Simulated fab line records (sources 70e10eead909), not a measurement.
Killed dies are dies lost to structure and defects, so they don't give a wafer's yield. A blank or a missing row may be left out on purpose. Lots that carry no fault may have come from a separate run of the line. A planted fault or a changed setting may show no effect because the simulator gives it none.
Matching of chambers    flow nand-harc    NHARC_P_M0_STRIP_18 on rie-diel-06 has 4 sister chambers
The step strips in N2/H2. 24 wafers are shown with their chamber, then 12 later ones without.

== EACH WAFER AND ITS CHAMBER ==
wafer   chamber  drypump-motor-current-A (A)  oes-product-au (a.u.)  rf-fwd-power-W (W)
L074.1  3        5.8                          0.997                  1001.2
L074.2  2        5.0                          1.005                  997.7
L074.5  2        5.0                          1.009                  998.5
L075.1  2        5.0                          1.018                  997.6
L075.2  3        5.8                          0.997                  999.7
L075.4  1        6.4                          1.024                  997.3
L076.1  1        6.4                          1.015                  999.7
L076.5  0        5.3                          1.019                  1003.8
L076.6  1        6.4                          1.011                  997.4
L077.1  3        5.8                          0.999                  995.8
L077.3  1        6.4                          1.024                  997.7
L077.6  3        5.8                          0.998                  995.8
L078.3  3        5.8                          1.001                  995.0
L078.4  2        5.0                          1.021                  999.7
L078.5  2        5.1                          1.023                  998.4
L086.1  2        5.0                          1.005                  996.4
L086.5  1        6.4                          1.008                  997.3
L086.6  0        5.3                          1.006                  1000.4
L085.2  1        6.4                          1.005                  997.5
L085.3  0        5.3                          1.006                  999.4
L085.6  1        6.4                          1.000                  994.8
L087.1  3        5.8                          1.002                  1000.7
L087.3  1        6.4                          1.017                  1002.3
L087.5  3        5.8                          1.011                  998.5

SIGNATURES, as means of the wafers listed above
reading                  chamber 0  chamber 1  chamber 2  chamber 3  scatter within a chamber
drypump-motor-current-A  5.300      6.400      5.017      5.800      0.0204
oes-product-au           1.01033    1.01300    1.01350    1.00071    0.00746
rf-fwd-power-W           1001.200   998.000    998.050    998.100    2.11
Rule: for a wafer and a chamber, the distance is found by dividing, reading by reading, the gap between the wafer's reading and the chamber's mean by the reading's scatter, squaring, summing and taking the root. If the next closest chamber is less than 2 further off than the closest, the wafer can't be placed; otherwise it belongs to the closest. How the scatter is found: for the shown wafers, subtract from each reading the mean of its chamber, square and add these, divide the total by (wafers less chambers), then take the root.

== WAFERS MISSING THEIR CHAMBER ==
wafer   drypump-motor-current-A (A)  oes-product-au (a.u.)  rf-fwd-power-W (W)
L089.1  6.4                          0.993                  994.8
L089.3  5.3                          1.014                  996.0
L089.6  5.3                          1.021                  993.7
L090.1  6.4                          0.997                  994.2
L090.2  5.8                          1.005                  995.0
L090.6  5.0                          1.015                  999.5
L093.4  5.4                          1.009                  1001.0
L093.5  6.4                          1.006                  999.1
L093.6  5.0                          1.016                  999.2
L097.1  5.3                          0.998                  998.8
L097.5  5.4                          1.007                  994.9
L097.6  5.8                          0.993                  994.4

== WHICH CHAMBER EACH WENT THROUGH ==
wafer   from the rows above  in truth
L089.1  1                    1
L089.3  0                    0
L089.6  0                    0
L090.1  1                    1
L090.2  3                    3
L090.6  2                    2
L093.4  0                    0
L093.5  1                    1
L093.6  2                    2
L097.1  0                    0
L097.5  0                    0
L097.6  3                    3
12 of 12 placed correctly. Not placeable from these rows: 0. Number placed wrongly: 0.
